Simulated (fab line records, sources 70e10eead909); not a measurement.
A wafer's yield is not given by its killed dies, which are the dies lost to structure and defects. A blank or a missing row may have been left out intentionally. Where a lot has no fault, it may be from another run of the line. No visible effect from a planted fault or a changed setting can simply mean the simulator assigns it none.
fab line records -- flow nand-harc
record lots=13, wafers=39, last-day=34
route steps=1302 shown P_ZERO_WELL@18 P_GATE@132
lots untouched by any fault: they come from a run of this same line in which no faults occurred
start-h: start of the lot's first displayed wafer, in hours after the record's first day -- wait-h: hours elapsed since this lot's preceding step -- " repeats the value in the row above -- L1.1+2: a single row standing in for several wafers -- - no value present, or no start provided -- * or withheld: withheld -- < > ~ a bound
route shown NAME@n: NAME is a module with steps in the file, n the number in the route of the first one -- usual: mean/standard deviation taken from wafers without a fault -- same: alike in all rows -- chamber/n: place in a boat -- sites: the reading at each site -- _std_site: the values' standard deviation -- _edge_site: the outer-site mean with the inner-site mean subtracted -- radius-mm: for every site, how far away it sits from the centre of the wafer -- mask NAME#n: copy n -- behind: the most recent tool/chamber to have shaped the wafer -- hold: why the lot was held/for how many hours/how that ended -- device: whichever transistor did not switch (one of n, p or np) -- end of line: the same wafers' tests at the end of the route -- for a step that has no rows: nothing shown but its recipe -- killed: count of dies lost to structure and defects at first sort (not the wafer's yield) -- map: shows each die of a wafer: x if killed, . if not, _ if none is there
set.NAME: the setting that was run; set.NAME@STEP: the one run at that earlier step -- model.NAME: the simulator's own value behind a step, which no gauge read
steps of the route over a sample of lots; a table a step, a row a wafer
services: when a tool's chamber went out of use (start-h, in hours from the record's first day, below 0 if earlier), for how many hours, and the reason
## steps
# step NHARC_P_ZERO_WELL_ETCH_62
# recipe target-depth-a=130, time-s=6.5, chf3-flow-sccm=50, ar-flow-sccm=200, rf-w=500, bias-w=200, chemistry=CHF3/Ar
# usual drypump-motor-current-A=5.90/0.29, oes-product-au=0.958/0.018, rf-vpp-V=369.4/2, showerhead-plenum-p-Torr=2.29/0.077, throttle-valve-pct=20.216/0.0082
lot.wafer,tool,chamber,start-h,wait-h,drypump-motor-current-A,oes-product-au,rf-hours-counter-h,rf-vpp-V,showerhead-plenum-p-Torr,throttle-valve-pct
L608.4,rie-diel-02,0,-,-,5.96,0.943,49,369.0,2.25,20.198
L608.3,rie-diel-02,1,-,-,5.81,0.948,46,370.1,2.29,20.210
L608.2,rie-diel-02,3,-,-,6.06,0.956,51,369.3,2.25,20.225
L609.2,rie-diel-06,1,-,-,6.02,0.964,28,373.1,2.45,20.225
L609.3,rie-diel-06,3,-,-,5.76,0.934,27,368.4,2.20,20.212
L609.6,rie-diel-06,2,-,-,6.23,0.945,-,369.3,2.30,20.214
L610.1,rie-diel-04,0,-,-,5.63,0.983,11,368.2,2.25,20.217
L610.5,rie-diel-04,3,-,-,6.09,0.971,-,366.7,2.23,20.221
L610.6,rie-diel-04,0,-,-,5.61,0.977,-,368.5,2.25,20.218
L612.1,rie-diel-02,0,-,-,5.95,0.958,7,368.4,2.25,20.217
L612.4,rie-diel-02,3,-,-,6.10,0.943,9,367.4,2.24,20.218
L612.5,rie-diel-02,0,-,-,5.96,0.949,-,368.9,2.24,20.221
L613.4,rie-diel-06,1,-,-,6.02,0.980,44,372.5,2.45,20.219
L613.5,rie-diel-06,3,-,-,5.74,0.964,-,366.3,2.19,20.224
L613.6,rie-diel-06,0,-,-,5.16,0.979,-,372.0,2.38,20.221
L617.1,rie-diel-04,0,-,-,5.63,0.962,35,368.9,2.24,20.217
L617.2,rie-diel-04,2,-,-,6.18,0.973,30,369.3,2.26,20.224
L617.5,rie-diel-04,3,-,-,6.10,0.981,-,368.6,2.22,20.226
L624.3,rie-diel-04,0,-,-,5.65,0.957,1,369.5,2.23,20.219
L624.4,rie-diel-04,2,-,-,6.15,0.987,1,369.2,2.26,20.230
L624.5,rie-diel-04,0,-,-,5.63,0.962,-,369.8,2.23,20.212
L625.2,rie-diel-06,2,-,-,6.22,0.948,19,369.0,2.28,20.222
L625.3,rie-diel-06,0,-,-,5.19,0.925,20,370.8,2.37,20.229
L625.5,rie-diel-06,2,-,-,6.22,0.943,-,368.7,2.28,20.208
L626.2,rie-diel-02,3,-,-,6.05,0.961,53,366.7,2.23,20.222
L626.1,rie-diel-02,1,-,-,5.81,0.965,49,368.3,2.27,20.214
L626.5,rie-diel-02,2,-,-,6.12,0.986,-,371.2,2.38,20.210
L627.3,rie-diel-06,3,-,-,5.79,0.972,21,367.7,2.18,20.217
L627.4,rie-diel-06,2,-,-,6.23,0.948,22,368.9,2.28,20.215
L627.6,rie-diel-06,0,-,-,5.18,0.964,-,370.6,2.37,20.210
L628.4,rie-diel-02,2,-,-,6.08,0.955,2,371.3,2.38,20.207
L628.6,rie-diel-02,3,-,-,6.11,0.931,-,368.2,2.23,20.227
L628.5,rie-diel-02,0,-,-,5.88,0.961,-,366.6,2.23,20.209
L629.3,rie-diel-04,3,-,-,6.12,0.964,21,368.5,2.20,20.218
L629.4,rie-diel-04,0,-,-,5.65,0.931,22,368.3,2.23,20.194
L629.6,rie-diel-04,0,-,-,5.66,0.929,-,368.0,2.23,20.216
L630.1,rie-diel-06,2,-,-,6.22,0.970,33,367.8,2.28,20.209
L630.4,rie-diel-06,3,-,-,5.76,0.947,29,367.2,2.17,20.220
L630.6,rie-diel-06,2,-,-,6.22,0.964,-,371.0,2.28,20.215
# step NHARC_P_ZERO_WELL_EXPOSE_49
# recipe na=0.6, target-cd-nm=2000, dose-mj=22.64, mask-id=P_HVPW
lot.wafer,tool,chamber,start-h,wait-h,mask
L608.2+3+4,krf-scanner-04,0,35.76,-,P_HVPW#0
L609.2+3+6,krf-scanner-02,0,45.59,-,P_HVPW#0
L610.1+5+6,krf-scanner-04,0,55.48,-,P_HVPW#0
L612.1+4+5,krf-scanner-03,0,75.62,-,P_HVPW#0
L613.4+5+6,krf-scanner-04,0,85.34,-,P_HVPW#0
L617.1+2+5,krf-scanner-04,0,125.60,-,P_HVPW_R1#0
L624.3+4+5,krf-scanner-03,0,195.35,-,P_HVPW#0
L625.2+3+5,krf-scanner-04,0,206.17,-,P_HVPW#0
L626.1+2+5,krf-scanner-04,0,215.34,-,P_HVPW#0
L627.3+4+6,krf-scanner-02,0,227.70,-,P_HVPW#0
L628.4+5+6,krf-scanner-02,0,235.45,-,P_HVPW#0
L629.3+4+6,krf-scanner-04,0,245.34,-,P_HVPW#0
L630.1+4+6,krf-scanner-03,0,255.59,-,P_HVPW#0
# step NHARC_P_ZERO_WELL_CD_MEAS_52
# recipe target-cd-nm=2000, landing-energy-ev=500
# usual cd-nm=2000.4/1.4
lot.wafer,tool,chamber,start-h,wait-h,cd-nm
L608.2,cd-sem-02,0,35.91,-,2001.5
L608.3,cd-sem-02,0,35.91,-,1998.7
L608.4,cd-sem-02,0,35.91,-,1999.9
L609.2,cd-sem-02,0,45.74,-,2002.0
L609.3,cd-sem-02,0,45.74,-,1999.4
L609.6,cd-sem-02,0,45.74,-,2000.4
L610.1,cd-sem-03,0,55.64,-,2000.5
L610.5,cd-sem-03,0,55.64,-,2002.5
L610.6,cd-sem-03,0,55.64,-,2000.2
L612.1,cd-sem-01,0,75.78,-,1999.4
L612.4,cd-sem-01,0,75.78,-,2000.1
L612.5,cd-sem-01,0,75.78,-,2000.6
L613.4,cd-sem-03,0,85.49,-,1999.2
L613.5,cd-sem-03,0,85.49,-,2002.3
L613.6,cd-sem-03,0,85.49,-,2001.2
L617.1,cd-sem-01,0,125.76,-,1960.8
L617.2,cd-sem-01,0,125.76,-,1959.3
L617.5,cd-sem-01,0,125.76,-,1959.3
L624.3,cd-sem-02,0,195.50,-,1999.6
L624.4,cd-sem-02,0,195.50,-,1998.5
L624.5,cd-sem-02,0,195.50,-,2000.7
L625.2,cd-sem-03,0,206.32,-,2000.7
L625.3,cd-sem-03,0,206.32,-,1997.6
L625.5,cd-sem-03,0,206.32,-,1999.6
L626.1,cd-sem-01,0,215.50,-,2000.4
L626.2,cd-sem-01,0,215.50,-,1999.5
L626.5,cd-sem-01,0,215.50,-,2001.6
L627.3,cd-sem-03,0,227.85,-,2001.5
L627.4,cd-sem-03,0,227.85,-,1999.8
L627.6,cd-sem-03,0,227.85,-,2001.7
L628.4,cd-sem-02,0,235.60,-,2001.8
L628.5,cd-sem-02,0,235.60,-,2002.3
L628.6,cd-sem-02,0,235.60,-,2000.4
L629.3,cd-sem-03,0,245.49,-,1998.8
L629.4,cd-sem-03,0,245.49,-,1997.7
L629.6,cd-sem-03,0,245.49,-,1998.0
L630.1,cd-sem-03,0,255.75,-,1998.3
L630.4,cd-sem-03,0,255.75,-,2001.5
L630.6,cd-sem-03,0,255.75,-,2001.6
# step NHARC_P_ZERO_WELL_INSPECT_43
# usual raw-defect-count=15/7.5
lot.wafer,tool,chamber,start-h,wait-h,raw-defect-count
L608.2,defect-inspect-02,-,37.72,0.5,8
L608.3,defect-inspect-02,-,37.72,0.5,19
L608.4,defect-inspect-02,-,37.72,0.5,13
L609.2,defect-inspect-02,-,47.72,0.5,13
L609.3,defect-inspect-02,-,47.72,0.5,16
L609.6,defect-inspect-02,-,47.72,0.5,18
L610.1,defect-inspect-02,-,57.44,0.6,23
L610.5,defect-inspect-02,-,57.44,0.6,26
L610.6,defect-inspect-02,-,57.44,0.6,13
L612.1,defect-inspect-02,-,77.59,0.6,13
L612.4,defect-inspect-02,-,77.59,0.6,7
L612.5,defect-inspect-02,-,77.59,0.6,12
L613.4,defect-inspect-01,-,87.29,0.2,11
L613.5,defect-inspect-01,-,87.29,0.2,16
L613.6,defect-inspect-01,-,87.29,0.2,9
L617.1,defect-inspect-01,-,127.61,0.6,10
L617.2,defect-inspect-01,-,127.61,0.6,7
L617.5,defect-inspect-01,-,127.61,0.6,19
L624.3,defect-inspect-02,-,197.30,0.4,24
L624.4,defect-inspect-02,-,197.30,0.4,16
L624.5,defect-inspect-02,-,197.30,0.4,31
L625.2,defect-inspect-02,-,208.15,0.5,21
L625.3,defect-inspect-02,-,208.15,0.5,25
L625.5,defect-inspect-02,-,208.15,0.5,31
L626.1,defect-inspect-01,-,217.30,0.6,17
L626.2,defect-inspect-01,-,217.30,0.6,6
L626.5,defect-inspect-01,-,217.30,0.6,13
L627.3,defect-inspect-01,-,229.75,0.4,15
L627.4,defect-inspect-01,-,229.75,0.4,16
L627.6,defect-inspect-01,-,229.75,0.4,12
L628.4,defect-inspect-01,-,237.51,0.2,11
L628.5,defect-inspect-01,-,237.51,0.2,17
L628.6,defect-inspect-01,-,237.51,0.2,8
L629.3,defect-inspect-01,-,247.30,0.4,10
L629.4,defect-inspect-01,-,247.30,0.4,13
L629.6,defect-inspect-01,-,247.30,0.4,21
L630.1,defect-inspect-02,-,257.57,0.6,29
L630.4,defect-inspect-02,-,257.57,0.6,13
L630.6,defect-inspect-02,-,257.57,0.6,11
# step NHARC_P_GATE_DEP_103
# recipe target-thk-a=300, target-thk-nm=30, temp-c=400, flow-sccm=200, rf-w=350, material=SiON
# usual heater-power-w=761/97
lot.wafer,tool,chamber,start-h,wait-h,heater-power-w
L608.2,pecvd-02,1,112.30,0.5,694
L608.3,pecvd-02,0,112.30,0.5,693
L608.4,pecvd-02,1,112.30,0.5,686
L609.2,pecvd-01,2,125.20,0.5,812
L609.3,pecvd-01,1,125.20,0.5,956
L609.6,pecvd-01,0,125.20,0.5,868
L610.1,pecvd-02,2,130.34,0.6,797
L610.6,pecvd-02,2,130.34,0.6,780
L610.5,pecvd-02,0,130.34,0.6,671
L612.1,pecvd-02,2,145.32,0.6,798
L612.4,pecvd-02,0,145.32,0.6,684
L612.5,pecvd-02,1,145.32,0.6,684
L613.6,pecvd-02,2,154.57,0.1,820
L613.4,pecvd-02,0,154.57,0.1,708
L613.5,pecvd-02,1,154.57,0.1,695
L617.2,pecvd-04,0,206.90,0.4,690
L617.1,pecvd-04,2,206.90,0.4,998
L617.5,pecvd-04,1,206.90,0.4,795
L624.3,pecvd-01,0,264.73,0.4,723
L624.5,pecvd-01,2,264.73,0.4,805
L624.4,pecvd-01,0,264.73,0.4,733
L626.2,pecvd-02,2,280.09,0.5,843
L626.1,pecvd-02,0,280.09,0.5,627
L626.5,pecvd-02,2,280.09,0.5,863
L625.2,pecvd-01,1,280.76,0.5,927
L625.3,pecvd-01,2,280.76,0.5,705
L625.5,pecvd-01,2,280.76,0.5,688
L627.3,pecvd-04,1,293.64,0.4,824
L627.6,pecvd-04,0,293.64,0.4,736
L627.4,pecvd-04,1,293.64,0.4,838
L628.6,pecvd-04,2,310.26,0.1,943
L628.5,pecvd-04,0,310.26,0.1,659
L628.4,pecvd-04,1,310.26,0.1,800
L629.3,pecvd-02,1,314.24,0.4,623
L629.4,pecvd-02,2,314.24,0.4,863
L629.6,pecvd-02,0,314.24,0.4,679
L630.1,pecvd-02,2,325.52,0.6,839
L630.6,pecvd-02,0,325.52,0.6,636
L630.4,pecvd-02,1,325.52,0.6,719
## services
tool,chamber,start-h,hours,kind
krf-scanner-04,-,10.00,4.0,pm
rie-diel-02,0,20.05,2.0,repair
krf-scanner-04,-,28.73,1.2,repair
rie-diel-02,-,39.77,9.0,pm
rie-diel-04,0,39.99,8.8,repair
pecvd-02,-,46.00,13.0,pm
pecvd-02,-,73.60,2.5,repair
rie-diel-06,2,93.36,5.8,repair
rie-diel-06,0,94.16,11.3,repair
pecvd-02,0,95.52,2.0,repair
rie-diel-06,-,130.20,9.0,pm
krf-scanner-04,-,138.09,8.3,repair
rie-diel-06,-,142.33,2.5,repair
rie-diel-02,2,150.21,1.2,repair
rie-diel-04,-,178.18,9.0,pm
krf-scanner-04,-,182.00,4.0,pm
rie-diel-04,-,187.92,0.2,repair
rie-diel-02,3,198.51,4.3,repair
rie-diel-04,3,199.22,8.6,repair
rie-diel-02,-,216.77,9.0,pm
pecvd-02,-,227.40,13.0,pm
rie-diel-06,1,276.71,102.2,repair
krf-scanner-04,-,305.88,0.2,repair
rie-diel-06,-,308.34,9.0,pm
## key
first-sign step=NHARC_P_ZERO_WELL_EXPOSE_49, reading=mask, direction=changed
effect step=NHARC_P_ZERO_WELL_CD_MEAS_52, reading=cd-nm, direction=down, sigmas=29, usual=2000.4, struck=1959.8
met-at NHARC_P_ZERO_WELL_EXPOSE_49
struck-lots L617
tester-left-out L617
not-acting-at NHARC_P_ZERO_WELL_ETCH_62,NHARC_P_ZERO_WELL_INSPECT_43,NHARC_P_GATE_DEP_103
onset-between 85.34 125.60
fault kind=wrong-mask, tool=any, chamber=-, onset-h=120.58, steps=NHARC_P_ZERO_WELL_EXPOSE_49, aux-copy=P_HVPW_R1#0, cd-offset-nm=-39.733, scope=struck-lots-only
# tester-left-out: of these lots the tester's yield and bins aren't shown, on N5 and GAA mostly nor the transistor test; their killed dies are dies lost to structure and defects alone, not to doping, threshold or leakage, so they don't give the yield
